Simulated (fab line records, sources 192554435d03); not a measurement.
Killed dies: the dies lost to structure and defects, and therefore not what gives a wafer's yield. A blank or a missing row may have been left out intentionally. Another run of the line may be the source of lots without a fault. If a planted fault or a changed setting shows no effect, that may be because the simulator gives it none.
Matching of chambers | flow n5-finfet | ald-metal-02 running N5_HKMG_FIN_PWFM_ALD_03: 3 sister chambers
The step deposits TiN, target thk 2 nm, pulse time 1 s, purge time 3 s. 6 wafers are shown with their chamber, then 7 later ones without.

WAFERS, EACH WITH ITS CHAMBER
wafer  | chamber | heater-power-w (W) | precursor-pulse-height-rel
L076.3 | 2       | 998                | 0.976
L077.3 | 2       | 981                | 1.005
L077.5 | 1       | 903                | 0.969
L081.1 | 0       | 882                | 1.023
L081.3 | 1       | 927                | 0.993
L081.6 | 0       | 858                | 1.005

WAFERS WITH NO CHAMBER GIVEN
wafer  | heater-power-w (W) | precursor-pulse-height-rel
L084.1 | 993                | 0.983
L084.4 | 909                | 0.974
L090.1 | 875                | 0.938
L090.2 | 988                | 1.034
L090.6 | 892                | 0.994
L094.1 | 907                | 1.027
L094.5 | 852                | 0.953

CHAMBER TAKEN BY EACH
wafer  | from the rows above     | in truth
L084.1 | 2                       | 2
L084.4 | 1                       | 1
L090.1 | can't be placed: 1 or 0 | 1
L090.2 | 2                       | 2
L090.6 | can't be placed: 1 or 0 | 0
L094.1 | can't be placed: 0 or 1 | 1
L094.5 | can't be placed: 0 or 1 | 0
3 of 7 placed correctly. From these rows, 4 cannot be placed; in 4 the true chamber is one of the candidates. Number placed wrongly: 0.
How it was worked out, from the rows above alone: a wafer's distance from a chamber is the root of the sum, over the readings, of the square of ((its reading less the chamber's mean) divided by the reading's scatter). If the next closest chamber is less than 2 further off than the closest, the wafer can't be placed; otherwise it belongs to the closest. A chamber's mean is the mean of its shown wafers. The scatter: the root of (the sum of the squares of (reading less its chamber's mean) over the shown wafers, divided by (wafers less chambers)).
